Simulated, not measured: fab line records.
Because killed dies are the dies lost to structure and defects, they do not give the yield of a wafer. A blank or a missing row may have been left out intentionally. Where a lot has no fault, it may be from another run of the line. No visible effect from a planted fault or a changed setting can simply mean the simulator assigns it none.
Code-filled problem report in 8D (eight disciplines) form || flow n5 finfet || the parts of the form that need people (team, actions taken, sign-off) are left out

1. WHAT IS WRONG
Wafers without a fault read 1499.8 rpm, standard deviation 1.1; spin speed rpm at N5_DUMMY_GATE_COAT_34 reads a mean of 1546.3 rpm on 6 wafers belonging to 2 lots. That puts it +42 standard deviations away from the usual mean.
The step: time 60 s, resist thk 60 nm.
First observed at day 5 23:44: wafer L166.1, on litho track-03. Wafers with a number at this step in the record: 12, from 4 lots. The rule behind "out" and "out of limits": a value lying over 4 standard deviations away from the usual mean. The rest of the wafers with a number are treated as sound.

2. WHAT IT IS AND WHAT IT IS NOT
{"question": "which readings at this step", "is": "spin speed rpm", "is not": "exhaust pa"}
{"question": "which lots", "is": "L166, L167", "is not": "L158, L176"}
{"question": "which wafers of those lots", "is": "all that have a number", "is not": "-"}
{"question": "read on which tools", "is": "litho track-03", "is not": "litho track-01"}
{"question": "when", "is": "from day 5 23:44", "is not": "up to then (3 sound wafers); but 3 sound wafers of L176 came after"}

3. SUSPECTS, AND WHAT RULES EACH OUT
Counting: a tool at any process step up to the reading remains a suspect when it ran all the lots that are out and ran no sound lot after the first of those.
- litho track-03 at N5_DUMMY_GATE_COAT_34 (time 60 s, resist thk 60 nm): kept. It ran every lot that is out, first L166 (day 5 23:44), and no sound lot after that; its last sound lot up to then is L158 (day 3 21:56). On those wafers its own readings are out: spin speed rpm.
Remaining after the count: litho track-03 at N5_DUMMY_GATE_COAT_34.

4. THE CAUSE (what the simulator had put in)
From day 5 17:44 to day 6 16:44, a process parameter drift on litho track-03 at N5_DUMMY_GATE_COAT_34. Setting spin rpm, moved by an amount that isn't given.
Only this tool survived the counting.

5. THE CHAIN OF EFFECTS, in route order
Each row: a reading where the mean over the struck wafers with a number is more than 3 standard deviations away from the usual. Scope: only readings with a usual standard deviation given in the record; hours: median across lots of the time from each lot's start at the first step in this table that gives one to its start at this step; sigmas: change in usual standard deviations.
{"hours": 0, "step": "N5_DUMMY_GATE_COAT_34", "reading": "spin speed rpm", "usual": "1499.8 rpm", "on struck wafers": 1546.3, "change": "+46.5", "sigmas": "+42"}
Its process steps:
- N5_DUMMY_GATE_COAT_34: time 60 s, resist thk 60 nm.
Later steps that measure or inspect, where all struck wafers having a row at the step show a number for every such reading and not one has moved that far: N5_BEOL_M4_RC_MEAS_101.

6. WHAT WOULD HAVE CAUGHT IT SOONER
In this record the first reading out of limits was taken at day 5 23:44, 6 hours after the fault began at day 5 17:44.
